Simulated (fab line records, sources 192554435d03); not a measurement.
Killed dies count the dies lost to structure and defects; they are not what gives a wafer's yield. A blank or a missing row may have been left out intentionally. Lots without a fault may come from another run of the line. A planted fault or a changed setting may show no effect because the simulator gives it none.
fab line records ; flow n5Finfet
record: lots: 5; wafers: 13; lastDay: 14
route steps=1938 shown MOL_CONTACT_COAG@620 BEOL_M0_SAQP@632 BEOL_M0@726 BEOL_M4@1111 PASSIVATION@1936
lots that met no fault: taken from a fault-free run of the same line
startH: the number of hours between the record's first day and the start of the first shown wafer of the lot ; waitH: hours since the lot's step before ; " identical to the entry in the row above ; L1.1+2: a row that stands for several wafers ; - no value, or no start given ; * or withheld: withheld ; < > ~ a bound
route shown NAME@n: names a module that has steps shown in the file, with the first one's number in the route ; usual: average and standard deviation across the fault-free wafers ; same: alike in all rows ; chamber/n: place in a boat ; sites: per-site readings ; _std_site: how widely they spread, as a standard deviation ; _edge_site: outer sites' mean less inner sites' ; radiusMm: how far each site lies from the wafer's centre ; mask NAME#n: copy n ; behind: tool/chamber where the wafer was last shaped ; hold: the reason the lot was held/the length of the hold in hours/how it ended ; device: the n, p or np transistor that did not switch ; end of line: the tests these same wafers got at the end of their route ; a step given without rows: its recipe and nothing more ; killed: the dies lost at the first sort to structure and to defects; this is not the yield of the wafer ; map: dies across one wafer; x = killed, . = not, _ = none there
set.NAME: the setting that was run; set.NAME@STEP: the one run at that earlier step ; model.NAME: the simulator's own value behind a step, which no gauge read
lots at some steps of the route; a table a step, a row a wafer
services: the hour from which a tool's chamber was out of use, counted from the record's first day as startH (under 0 if before that day), plus the number of hours and why
== steps ==
step: N5_MOL_CONTACT_COAG_PRECLEAN_138
recipe: chemistry: alkalineClean; tempC: 60; timeS: 60; doPpb: 50
step: N5_MOL_CONTACT_COAG_SRD_139
recipe: dry: ipaMarangoni; timeS: 30; tempC: 23; rinseLiquid: diw
step: N5_MOL_CONTACT_COAG_PRE_CLEAN_121
recipe: gas: H2/He; timeS: *; tempC: withheld
step: N5_MOL_CONTACT_COAG_CVD_140
recipe: material: W; targetThkA: 665; mode: selectiveFill; tempC: 300; timeS: 215
step: N5_MOL_CONTACT_COAG_PRECLEAN_127
recipe: chemistry: DIW; timeS: 57.5; tempC: 23
step: N5_MOL_CONTACT_COAG_SRD_128
recipe: dryTimeS: 32; dry: n2Spin; spinRpm: 1500
step: N5_MOL_CONTACT_COAG_CMP_52
recipe: stopOn: SiO2; tOverpolishS: 1.5; postCmpClean: wDiluteNh4oh; downForcePsi: 4; platenRpm: 50.289; padVelocityMS: 1.0006; targetThkNm: 66.5
step: N5_MOL_CONTACT_COAG_ANNEAL_112
recipe: tempC: 400; timeS: 1800; ambient: HPD2; pressureAtm: 10
step: N5_BEOL_M0_SAQP_PECVD_00
recipe: material: SiCN; targetThkA: 80; tempC: withheld; precursor: 3MS/NH3; pressureTorr: 3; rfW: 202; timeS: 14
usual: showerheadPlenumPTorr: 3.658/0.013; throttleValvePct: 9.3/0.61
lot.wafer;tool;chamber;startH;waitH;showerheadPlenumPTorr;throttleValvePct;model.SiCN_of_BEOL_M0_SAQP_PECVD_00.thkNm
L903.1;pecvd-02;0;134.62;0.2;3.642;9.1;8.2
L903.2;pecvd-02;1;134.62;0.2;3.682;9.7;7.8
L903.4;pecvd-02;0;134.62;0.2;3.651;8.9;8.4
L905.2;pecvd-03;2;147.92;0.2;3.648;8.8;8
L905.3;pecvd-03;2;147.92;0.2;3.643;8.9;8
L905.5;pecvd-03;2;147.92;0.2;3.662;8.6;8.2
L907.1;pecvd-03;2;155.20;0.2;3.640;8.7;7.8
L907.2;pecvd-03;1;155.20;0.2;3.659;9.4;11.8
L907.3;pecvd-03;2;155.20;0.2;3.649;8.8;12
L910.3;pecvd-03;2;178.04;0.1;3.647;8.8;11.6
L910.6;pecvd-03;2;178.04;0.1;3.648;8.7;8
L912.3;pecvd-03;2;191.13;0.1;3.654;8.9;11.6
L912.6;pecvd-03;1;191.13;0.1;3.656;9.5;8.2
step: N5_BEOL_M0_SAQP_ILD_DEP_01
recipe: material: SiOC; targetThkA: 454.19; tempC: 350; precursor: DEMS/O2; pressureTorr: 5; rfW: 500; timeS: 8.7
step: N5_BEOL_M0_SAQP_HM_DEP_02
recipe: material: TiN; targetThkA: 120; tempC: 25; chamberPressurePa: 0.49996
step: N5_BEOL_M0_SAQP_PECVD_03
recipe: material: SiCN; targetThkA: 120; tempC: withheld; precursor: 3MS/NH3; pressureTorr: 3; rfW: 202; timeS: 21.1
step: N5_BEOL_M0_SAQP_PECVD_96
recipe: material: a-Si; targetThkA: 450; tempC: 350; precursor: SiH4/He; pressureTorr: 3; rfW: 100; timeS: 45.2
step: N5_BEOL_M0_SAQP_PECVD_97
recipe: material: SiNx; targetThkA: 230; tempC: 350; precursor: SiH4/NH3/N2; pressureTorr: 1.5; rfW: 300; timeS: 19.9
step: N5_BEOL_M0_SAQP_PECVD_04
recipe: material: a-Si; targetThkA: 600; tempC: 350; precursor: SiH4/He; pressureTorr: 3; rfW: 100; timeS: 60.2
step: N5_BEOL_M0_SAQP_HM_DEP_111
recipe: material: SiO2; targetThkA: 120; tempC: 400; precursor: SiH4/N2O; pressureTorr: 0.75; rfW: 275; timeS: 7.2
step: N5_BEOL_M0_SAQP_COAT_81
recipe: resist: SOC; tempC: 250; timeS: 60; spinRpm: 1500; resistThkNm: 100
step: N5_BEOL_M0_SAQP_COAT_82
recipe: resist: SiARC; tempC: 220; timeS: 60; spinRpm: 1500; resistThkNm: 30
step: N5_BEOL_M0_SAQP_COAT_08
recipe: resist: CAR-ArF; spinRpm: 1500; resistThkNm: 90
step: N5_BEOL_M0_SAQP_EBR_10
recipe: solvent: PGMEA; ebrWidthMm: 1.5
step: N5_BEOL_M0_SAQP_SOFTBAKE_09
recipe: tempC: 110; timeS: 60; resist: CAR-ArF
step: N5_BEOL_M0_SAQP_EXPOSE_11
recipe: maskId: M0_CORE; na: 1.35; sourceShape: dipole; sigmaInner: 0.538; sigmaOuter: 0.738; polarization: te; targetCdNm: 42; doseMj: 55
step: N5_BEOL_M0_SAQP_PEB_12
recipe: pebTempC: withheld; pebTimeS: 60; resist: CAR-ArF
step: N5_BEOL_M0_SAQP_DEVELOP_13
recipe: developTimeS: 30; developer: TMAH; resist: CAR-ArF; devTempC: 23; rinseLiquid: diw; dry: airSpin
step: N5_BEOL_M0_SAQP_DESCUM_19
recipe: chemistry: O2; timeS: 7.9; sourcePowerW: 50; biasPowerW: 20; pressureMtorr: 20; rfFrequencyHz: 2.712e+07; tempC: 40; resist: CAR-ArF; o2FlowSccm: 225
step: N5_BEOL_M0_SAQP_ETCH_83
recipe: chemistry: CF4; target: SiARC; targetDepthA: 390; maskMaterial: CAR-ArF; timeS: 65; ionEnergyEv: 80; pressureMtorr: 40; sourceW: 545; biasW: 36; Ar_flow_sccm: 100; cf4FlowSccm: 100; ends: cleared
step: N5_BEOL_M0_SAQP_ETCH_84
recipe: chemistry: N2/H2; target: SOC; targetDepthA: 1000; overetchA: 200; maskMaterial: SiARC; tempC: 40; timeS: 150; ionEnergyEv: 200; pressureMtorr: 30; sourceW: 840; biasW: 150; n2FlowSccm: 200; h2FlowSccm: 200
step: N5_BEOL_M0_SAQP_STRIP_80
recipe: chemistry: N2/H2; tempC: 40; n2FlowSccm: 200; h2FlowSccm: 200; rfFrequencyHz: 6e+07
step: N5_BEOL_M0_SAQP_HM_OPEN_112
recipe: chemistry: CHF3/O2; target: SiO2; stopOn: a-Si; targetDepthA: 120; overEtchFrac: 1.25; maskMaterial: SOC; timeS: 13.5; pressureMtorr: 30; sourceW: 650; biasW: 170; Ar_flow_sccm: 200; CHF3_flow_sccm: 50; O2_flow_sccm: 5; ionEnergyEv: 200; ends: endPoint
step: N5_BEOL_M0_SAQP_STRIP_113
recipe: chemistry: CHF3/O2; resist: SiARC; rfFrequencyHz: 6e+07
step: N5_BEOL_M0_SAQP_MANDREL_ETCH_20
recipe: targetDepthA: 600; chemistry: HBr/Cl2; target: a-Si; stopOn: SiNx; btTimeS: 10; maskMaterial: SOC; overEtchFrac: 0.5; timeS: 30; pressureMtorr: 10; icpW: 800; biasW: 75; HBr_flow_sccm: 150; Cl2_flow_sccm: 80; ends: endPoint
step: N5_BEOL_M0_SAQP_STRIP_86
recipe: chemistry: N2/H2; powerW: 500; tempC: 40; pressureMtorr: 50; rfFrequencyHz: 6e+07; overashFraction: 0.3; biasPowerW: 28; h2Frac: 0.5; n2FlowSccm: 300; h2FlowSccm: 300
step: N5_BEOL_M0_SAQP_STRIP_115
recipe: chemistry: postEtchResidueRemover; timeS: 60; tempC: 25; removerPh: withheld; removerWaterWtPct: withheld; removerFluorideWtPct: withheld
step: N5_BEOL_M0_SAQP_SRD_93
recipe: dry: ipaMarangoni; timeS: 30; tempC: 23; rinseLiquid: diw
step: N5_BEOL_M0_ETCH_109
recipe: chemistry: CH3F/O2; targetDepthA: 80; overetchA: 24; target: SiCN; timeS: 27.4; ionEnergyEv: 120; pressureMtorr: 30; sourceW: 395; biasW: 75; Ar_flow_sccm: 150; CH3F_flow_sccm: 30; O2_flow_sccm: 20
usual: biasW: 75.00/0.21; drypumpMotorCurrentA: 5.6/0.38; oesProductAu: 0.65/0.063; rfVppV: 297.2/1.6; showerheadPlenumPTorr: 2.00/0.062; throttleValvePct: 16.54/0.24
lot.wafer;tool;chamber;startH;waitH;biasW;drypumpMotorCurrentA;oesProductAu;rfHoursCounterH;rfVppV;showerheadPlenumPTorr;throttleValvePct;model.etch.depthNm
L903.1;rieDiel-02;3;144.78;0.0;75.03;5.7;0.74;42;300.7;2.11;16.17;8.139
L903.2;rieDiel-02;2;144.78;0.0;75.12;5.0;0.61;187;297.5;2.00;16.44;7.757
L903.4;rieDiel-02;1;144.78;0.0;74.98;5.6;0.63;195;297.8;2.08;16.61;8.388
L905.2;rieDiel-04;2;157.94;0.0;75.20;6.4;0.63;177;294.9;1.91;16.30;8.079
L905.3;rieDiel-04;0;157.94;0.0;75.09;6.1;0.67;102;296.4;1.94;16.34;8.078
L905.5;rieDiel-04;3;157.94;0.0;74.79;5.6;0.64;-;297.0;2.00;16.62;8.24
L907.1;rieDiel-02;2;163.44;0.0;75.41;5.0;0.61;193;298.3;2.00;16.45;7.798
L907.2;rieDiel-02;0;163.44;0.0;75.26;5.3;0.89;37;298.9;2.05;16.50;10.51
L907.3;rieDiel-02;3;163.44;0.0;75.24;5.8;0.86;48;299.8;2.11;16.19;10.46
L910.3;rieDiel-06;0;188.41;0.0;74.80;5.9;0.66;283;297.3;2.04;16.54;10.48
L910.6;rieDiel-06;0;188.41;0.0;74.69;5.9;0.56;-;298.3;2.03;16.54;7.93
L912.3;rieDiel-02;2;205.87;0.0;74.95;5.0;0.71;210;297.0;1.99;16.50;10.19
L912.6;rieDiel-02;0;205.87;0.0;75.08;5.3;0.74;-;298.5;2.04;16.53;8.126
step: N5_BEOL_M4_RC_MEAS_101
usual: DIBL_N: 36.3/1.6; DIBL_P: 36.2/2.1; IOFF_N: 0.16/0.031; IOFF_P: 0.21/0.034; ION_N: 673/11; ION_P: 461/7.4; SS_N: 71.6/0.55; SS_P: 73.3/0.66; VT_N: 251/3.2; VT_P: -251/3.5
lot.wafer;tool;chamber;startH;waitH;DIBL_N[mV/V];DIBL_P[mV/V];IOFF_N[nA/um];IOFF_P[nA/um];ION_N[uA/um];ION_P[uA/um];SS_N[mV/dec];SS_P[mV/dec];VT_N[mV];VT_P[mV]
L903.1;prober-01;0;188.14;0.0;34.7;34.4;0.14;0.20;676;468;71.4;72.9;250;-250
L903.2;prober-01;0;188.14;0.0;35.0;34.9;0.14;0.22;662;466;71.8;73.0;252;-247
L903.4;prober-01;0;188.14;0.0;35.2;35.1;0.14;0.21;667;464;71.1;73.3;253;-247
L905.2;prober-01;0;204.88;0.2;35.2;34.9;0.13;0.17;663;448;71.0;72.3;254;-255
L905.3;prober-01;0;204.88;0.2;34.4;33.3;0.12;0.16;669;458;71.0;72.1;255;-258
L905.5;prober-01;0;204.88;0.2;36.8;36.8;0.16;0.21;687;463;70.9;73.3;248;-252
L907.1;prober-02;0;206.20;0.0;38.0;39.6;0.20;0.23;687;461;71.5;73.9;247;-251
L910.6;prober-02;0;230.06;0.8;35.2;37.2;0.15;0.19;667;457;71.0;73.1;248;-251
L912.6;prober-01;0;246.48;0.8;35.8;36.9;0.16;0.22;670;464;71.9;72.9;249;-250
step: N5_PASSIVATION_PROBE_49
usual: defectLimitedYield: 91.5/1.5; killed_at_M0_to_M3: 32/9.4; killed_at_M4_up: 12/5.1; killedAtContacts: 11/7.4; killedAtFrontEnd: 41/11; killedAtOther: 3.4/2.5; killedDies: 100/17; killedOnRim: 13/4.4; killedOpen: 65/14; killedShort: 33/7; sort_bin_5_function: 4.9/0.96; sort_bin_6_memory: 3.1/0.7; sortNPass: 1080/17; sortYieldPct: 91.5/1.5
same: grossDies: 1180; killedAtBackSide: 0; sort_bin_4_leakage[%]: 0; sort_bin_8_speed[%]: 0
lot.wafer;tool;chamber;startH;waitH;defectLimitedYield[%];killed_at_M0_to_M3;killed_at_M4_up;killedAtContacts;killedAtFrontEnd;killedAtOther;killedDies;killedOnRim;killedOpen;killedShort;sort_bin_5_function[%];sort_bin_6_memory[%];sortNPass;sortYieldPct[%]
L907.1;prober-02;-;300.69;0.0;93.6;26;4;7;39;0;76;9;51;23;4.1;2.0;1104;93.6
L907.2;prober-02;-;300.74;0.1;0;1115;12;22;28;3;1180;152;49;34;96.9;2.6;0;0
L907.3;prober-02;-;300.79;0.1;0;1122;9;11;36;2;1180;152;54;28;96.9;2.8;0;0
L910.3;prober-01;-;327.55;0.1;0;1116;17;11;31;5;1180;152;67;33;96.2;3.6;0;0
L912.3;prober-02;-;339.84;0.1;0;1121;4;12;43;0;1180;152;35;40;97.3;2.3;0;0
killed by level:class
L907.1 DUMMY_GATE:geometricParticle:open=14 BEOL_M2:geometricParticle:open=8 FIN_SAQP:geometricParticle:short=6 MOL_CONTACT_COAG:geometricParticle:open=5 BEOL_M0_SAQP:geometricParticle:open=4 BEOL_M1:geometricParticle:open=4 BEOL_M3:geometricParticle:open=4 STI_FIN_REVEAL:geometricParticle:open=3
L907.2 BEOL_M0:areaEtch=1097 MOL_CONTACT_COAG:geometricParticle:open=18 GATE_CUT:geometricParticle:short=9 BEOL_M0_SAQP:geometricParticle:short=6 MOL_CONTACT_COAG:geometricParticle:short=4 BEOL_M7:geometricParticle:open=4 STARTING-WAFER:geometricParticle:short=4 STI_FIN_REVEAL:geometricParticle:open=3
L907.3 BEOL_M0:areaEtch=1095 MOL_CONTACT_COAG:geometricParticle:open=11 BEOL_M0_SAQP:geometricParticle:open=8 FIN_SAQP:geometricParticle:open=6 STARTING-WAFER:geometricParticle:short=6 BEOL_M0_SAQP:geometricParticle:short=5 BEOL_M1:geometricParticle:open=4 BEOL_M3:geometricParticle:open=4
L910.3 BEOL_M0:areaEtch=1080 MOL_CONTACT_COAG:geometricParticle:open=10 BEOL_M3:geometricParticle:open=10 BEOL_M0_SAQP:geometricParticle:open=8 BEOL_M2:geometricParticle:open=6 BEOL_M1:geometricParticle:short=6 BEOL_M4:geometricParticle:open=6 FIN_SAQP:geometricParticle:open=5
L912.3 BEOL_M0:areaEtch=1104 MOL_CONTACT_COAG:geometricParticle:open=9 FIN_SAQP:geometricParticle:short=7 BEOL_M0_SAQP:geometricParticle:short=7 STARTING-WAFER:geometricParticle:short=6 STI_FIN_REVEAL:geometricParticle:open=5 SPACER0:geometricParticle:short=5 GATE_CUT:geometricParticle:short=5
map L907.2 (x killed, . not)
_________________xxxxxxxxxxxx________________
______________xxxxxxxxxxxxxxxxxx_____________
___________xxxxxxxxxxxxxxxxxxxxxxxx__________
__________xxxxxxxxxxxxxxxxxxxxxxxxxx_________
________xxxxxxxxxxxxxxxxxxxxxxxxxxxxxx_______
_______xxxxxxxxxxxxxxxxxxxxxxxxxxxxxxxx______
______xxxxxxxxxxxxxxxxxxxxxxxxxxxxxxxxxx_____
_____xxxxxxxxxxxxxxxxxxxxxxxxxxxxxxxxxxxx____
____xxxxxxxxxxxxxxxxxxxxxxxxxxxxxxxxxxxxxx___
___xxxxxxxxxxxxxxxxxxxxxxxxxxxxxxxxxxxxxxxx__
___xxxxxxxxxxxxxxxxxxxxxxxxxxxxxxxxxxxxxxxx__
__xxxxxxxxxxxxxxxxxxxxxxxxxxxxxxxxxxxxxxxxxx_
__xxxxxxxxxxxxxxxxxxxxxxxxxxxxxxxxxxxxxxxxxx_
_xxxxxxxxxxxxxxxxxxxxxxxxxxxxxxxxxxxxxxxxxxxx
_xxxxxxxxxxxxxxxxxxxxxxxxxxxxxxxxxxxxxxxxxxxx
_xxxxxxxxxxxxxxxxxxxxxxxxxxxxxxxxxxxxxxxxxxxx
_xxxxxxxxxxxxxxxxxxxxxxxxxxxxxxxxxxxxxxxxxxxx
_xxxxxxxxxxxxxxxxxxxxxxxxxxxxxxxxxxxxxxxxxxxx
_xxxxxxxxxxxxxxxxxxxxxxxxxxxxxxxxxxxxxxxxxxxx
_xxxxxxxxxxxxxxxxxxxxxxxxxxxxxxxxxxxxxxxxxxxx
_xxxxxxxxxxxxxxxxxxxxxxxxxxxxxxxxxxxxxxxxxxxx
__xxxxxxxxxxxxxxxxxxxxxxxxxxxxxxxxxxxxxxxxxx_
__xxxxxxxxxxxxxxxxxxxxxxxxxxxxxxxxxxxxxxxxxx_
___xxxxxxxxxxxxxxxxxxxxxxxxxxxxxxxxxxxxxxxx__
___xxxxxxxxxxxxxxxxxxxxxxxxxxxxxxxxxxxxxxxx__
____xxxxxxxxxxxxxxxxxxxxxxxxxxxxxxxxxxxxxx___
_____xxxxxxxxxxxxxxxxxxxxxxxxxxxxxxxxxxxx____
______xxxxxxxxxxxxxxxxxxxxxxxxxxxxxxxxxx_____
_______xxxxxxxxxxxxxxxxxxxxxxxxxxxxxxxx______
________xxxxxxxxxxxxxxxxxxxxxxxxxxxxxx_______
__________xxxxxxxxxxxxxxxxxxxxxxxxxx_________
___________xxxxxxxxxxxxxxxxxxxxxxxx__________
______________xxxxxxxxxxxxxxxxxx_____________
_________________xxxxxxxxxxxx________________
map L910.3 (x killed, . not)
_________________xxxxxxxxxxxx________________
______________xxxxxxxxxxxxxxxxxx_____________
___________xxxxxxxxxxxxxxxxxxxxxxxx__________
__________xxxxxxxxxxxxxxxxxxxxxxxxxx_________
________xxxxxxxxxxxxxxxxxxxxxxxxxxxxxx_______
_______xxxxxxxxxxxxxxxxxxxxxxxxxxxxxxxx______
______xxxxxxxxxxxxxxxxxxxxxxxxxxxxxxxxxx_____
_____xxxxxxxxxxxxxxxxxxxxxxxxxxxxxxxxxxxx____
____xxxxxxxxxxxxxxxxxxxxxxxxxxxxxxxxxxxxxx___
___xxxxxxxxxxxxxxxxxxxxxxxxxxxxxxxxxxxxxxxx__
___xxxxxxxxxxxxxxxxxxxxxxxxxxxxxxxxxxxxxxxx__
__xxxxxxxxxxxxxxxxxxxxxxxxxxxxxxxxxxxxxxxxxx_
__xxxxxxxxxxxxxxxxxxxxxxxxxxxxxxxxxxxxxxxxxx_
_xxxxxxxxxxxxxxxxxxxxxxxxxxxxxxxxxxxxxxxxxxxx
_xxxxxxxxxxxxxxxxxxxxxxxxxxxxxxxxxxxxxxxxxxxx
_xxxxxxxxxxxxxxxxxxxxxxxxxxxxxxxxxxxxxxxxxxxx
_xxxxxxxxxxxxxxxxxxxxxxxxxxxxxxxxxxxxxxxxxxxx
_xxxxxxxxxxxxxxxxxxxxxxxxxxxxxxxxxxxxxxxxxxxx
_xxxxxxxxxxxxxxxxxxxxxxxxxxxxxxxxxxxxxxxxxxxx
_xxxxxxxxxxxxxxxxxxxxxxxxxxxxxxxxxxxxxxxxxxxx
_xxxxxxxxxxxxxxxxxxxxxxxxxxxxxxxxxxxxxxxxxxxx
__xxxxxxxxxxxxxxxxxxxxxxxxxxxxxxxxxxxxxxxxxx_
__xxxxxxxxxxxxxxxxxxxxxxxxxxxxxxxxxxxxxxxxxx_
___xxxxxxxxxxxxxxxxxxxxxxxxxxxxxxxxxxxxxxxx__
___xxxxxxxxxxxxxxxxxxxxxxxxxxxxxxxxxxxxxxxx__
____xxxxxxxxxxxxxxxxxxxxxxxxxxxxxxxxxxxxxx___
_____xxxxxxxxxxxxxxxxxxxxxxxxxxxxxxxxxxxx____
______xxxxxxxxxxxxxxxxxxxxxxxxxxxxxxxxxx_____
_______xxxxxxxxxxxxxxxxxxxxxxxxxxxxxxxx______
________xxxxxxxxxxxxxxxxxxxxxxxxxxxxxx_______
__________xxxxxxxxxxxxxxxxxxxxxxxxxx_________
___________xxxxxxxxxxxxxxxxxxxxxxxx__________
______________xxxxxxxxxxxxxxxxxx_____________
_________________xxxxxxxxxxxx________________
== services ==
tool;chamber;startH;hours;kind
pecvd-03;0;146.19;21.5;repair
rieDiel-02;1;162.23;15.8;repair
pecvd-03;-;171.75;3.1;repair
pecvd-02;0;180.51;9.0;repair
pecvd-03;2;182.22;5.5;scheduledDown
pecvd-03;2;188.70;2.1;scheduledDown
pecvd-02;-;191.19;0.5;repair
rieDiel-02;-;192.75;0.2;repair
rieDiel-06;0;198.38;-;clean
rieDiel-06;0;198.38;-;consumableReplace:focusRing
rieDiel-06;0;198.38;20.0;scheduledDown
rieDiel-06;0;198.38;20.0;ventCycle
pecvd-02;2;202.38;-;clean
pecvd-02;2;202.38;-;consumableReplace:showerhead
pecvd-02;2;202.38;29.0;scheduledDown
pecvd-02;2;202.38;29.0;ventCycle
== key ==
firstSign: step: N5_PASSIVATION_PROBE_49; reading: killed_at_M0_to_M3; direction: up; sigmas: 99+; usual: 32; struck: 1118
effect: step: N5_PASSIVATION_PROBE_49; reading: sort_bin_5_function; direction: up; sigmas: 96; usual: 4.9; struck: 96.8
modelEffect: step: N5_BEOL_M0_SAQP_PECVD_00; value: SiCN_of_BEOL_M0_SAQP_PECVD_00.thkNm; without: 7.9; struck: 11.75
modelEffect: step: N5_BEOL_M0_ETCH_109; value: etch.depthNm; without: 7.898; struck: 10.41
moreKillsBornAt: N5_BEOL_M0_ETCH_109@rieDiel-02: 3296; N5_BEOL_M0_ETCH_109@rieDiel-06: 1080
metAt N5_BEOL_M0_SAQP_PECVD_00
struckWafers L907.2,L907.3,L910.3,L912.3
laterRowsLeftOut L907.2,L907.3,L910.3,L912.3
onsetBetween 147.92 155.20
fault: kind: processParameterDrift; tool: pecvd-03; chamber: -; onsetH: 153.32; steps: N5_BEOL_M0_SAQP_PECVD_00; channel: timeS; offset: *; shape: step; endH: 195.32; scope: struckWafersOnly; actsIn: *; stated: *
laterRowsLeftOut: the simulator's readings of these wafers behind a module that went badly wrong aren't trusted and aren't shown, but for the sort
